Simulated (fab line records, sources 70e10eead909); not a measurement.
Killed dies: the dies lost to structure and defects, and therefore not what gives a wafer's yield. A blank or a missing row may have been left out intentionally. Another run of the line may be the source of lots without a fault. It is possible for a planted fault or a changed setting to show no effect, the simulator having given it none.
Chamber matching ; flow nand harc ; 4 sister chambers for NHARC_A_ZERO_WELL_DESCUM_12 on rie diel-06
The step chemistry O2, time 3 s. 14 wafers are shown with their chamber, then 7 later ones without.

== WAFERS PAIRED WITH THEIR CHAMBERS ==
wafer;chamber;drypump motor current A (A);oes product au (a.u.);rf vpp V (V)
L658.1;0;5.6;1.016;58.4
L658.5;3;5.5;1.030;57.4
L658.6;2;5.6;0.993;57.2
L659.1;2;5.6;1.005;57.9
L659.2;0;5.6;1.032;57.6
L659.6;3;5.5;1.032;58.3
L662.3;1;5.1;0.991;58.6
L662.4;3;5.5;1.026;58.0
L662.6;2;5.6;1.009;56.8
L667.3;2;5.6;0.993;57.2
L667.4;3;5.6;1.028;58.2
L667.5;3;5.6;1.042;58.2
L677.1;0;5.6;1.005;58.7
L677.3;1;5.1;0.962;59.2

SIGNATURES (means of the wafers above)
reading;chamber 0;chamber 1;chamber 2;chamber 3;scatter within a chamber
drypump motor current A;5.600;5.100;5.600;5.540;0.0346
oes product au;1.01767;0.97650;1.00000;1.03160;0.0107
rf vpp V;58.233;58.900;57.275;58.020;0.445
Rule: a wafer's distance from a chamber is the root of the sum, over the readings, of the square of ((its reading less the chamber's mean) divided by the reading's scatter). The wafer belongs to the nearest chamber; if the next one is less than 2 further off, it can't be placed. The scatter is the square root of a quotient: the sum, over the shown wafers, of each reading's squared deviation from its chamber's mean, divided by wafers minus chambers.

== WAFERS WITHOUT THEIR CHAMBER ==
wafer;drypump motor current A (A);oes product au (a.u.);rf vpp V (V)
L677.6;5.6;1.006;57.6
L678.1;5.6;0.995;57.2
L678.4;5.5;1.001;58.1
L678.5;5.1;0.957;57.9
L681.1;5.6;1.012;56.6
L681.3;5.6;1.011;57.1
L681.5;5.6;1.009;56.0

== WHICH CHAMBER EACH WENT THROUGH ==
wafer;from the rows above;in truth
L677.6;can't be placed: 2 or 0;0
L678.1;2;2
L678.4;can't be placed: 3 or 0 or 2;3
L678.5;1;1
L681.1;can't be placed: 2 or 0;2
L681.3;can't be placed: 2 or 0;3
L681.5;2;2
Placed correctly: 3 of 7. From these rows, 4 cannot be placed; in 3 the true chamber is one of the candidates. 0 placed wrongly.
